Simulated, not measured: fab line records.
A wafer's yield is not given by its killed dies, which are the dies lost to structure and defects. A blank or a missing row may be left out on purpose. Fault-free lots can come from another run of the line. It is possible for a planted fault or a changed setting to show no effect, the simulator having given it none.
Matching of chambers    flow nand-harc    NHARC_A_STAIRCASE_DEP_325 on pecvd-04 has 3 sister chambers
The step deposits SiO2, target thk 3800 nm. 24 wafers are shown with their chamber, then 12 later ones without.

== WAFERS, EACH WITH ITS CHAMBER ==
wafer   chamber  heater-power-w (W)
L077.3  1        777
L077.4  1        663
L077.6  0        542
L076.1  0        681
L076.2  2        610
L076.6  0        570
L076.3  1        792
L076.4  1        665
L076.5  2        503
L082.2  2        582
L082.3  1        796
L082.6  1        674
L081.1  0        667
L081.4  1        675
L081.6  2        506
L083.2  2        516
L083.4  1        671
L083.5  1        700
L086.1  1        777
L086.2  2        523
L086.4  0        561
L091.2  2        643
L091.4  1        754
L091.6  2        509

SIGNATURES, as means of the wafers listed above
reading         chamber 0  chamber 1  chamber 2  scatter within a chamber
heater-power-w  604.20     722.18     549.00     57.5
Rule: distance of a wafer from a chamber = root of the sum over the readings of ((wafer's reading minus chamber's mean) / reading's scatter) squared. If the next closest chamber is less than 2 further off than the closest, the wafer can't be placed; otherwise it belongs to the closest. The scatter: the root of (the sum of the squares of (reading less its chamber's mean) over the shown wafers, divided by (wafers less chambers)).

== WAFERS WITH NO CHAMBER GIVEN ==
wafer   heater-power-w (W)
L093.2  570
L093.3  622
L093.4  774
L097.3  673
L097.4  763
L097.6  507
L096.1  648
L096.2  925
L096.6  783
L096.3  657
L096.4  513
L096.5  545

== EACH ONE'S CHAMBER ==
wafer   from the rows above           in truth
L093.2  can't be placed: 2 or 0       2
L093.3  can't be placed: 0 or 2 or 1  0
L093.4  1                             1
L097.3  can't be placed: 1 or 0 or 2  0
L097.4  1                             1
L097.6  can't be placed: 2 or 0       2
L096.1  can't be placed: 0 or 1 or 2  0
L096.2  1                             1
L096.6  1                             1
L096.3  can't be placed: 0 or 1 or 2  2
L096.4  can't be placed: 2 or 0       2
L096.5  can't be placed: 2 or 0       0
Placed correctly: 4 of 12. From these rows, 8 cannot be placed; in 8 the true chamber is one of the candidates. 0 placed wrongly.
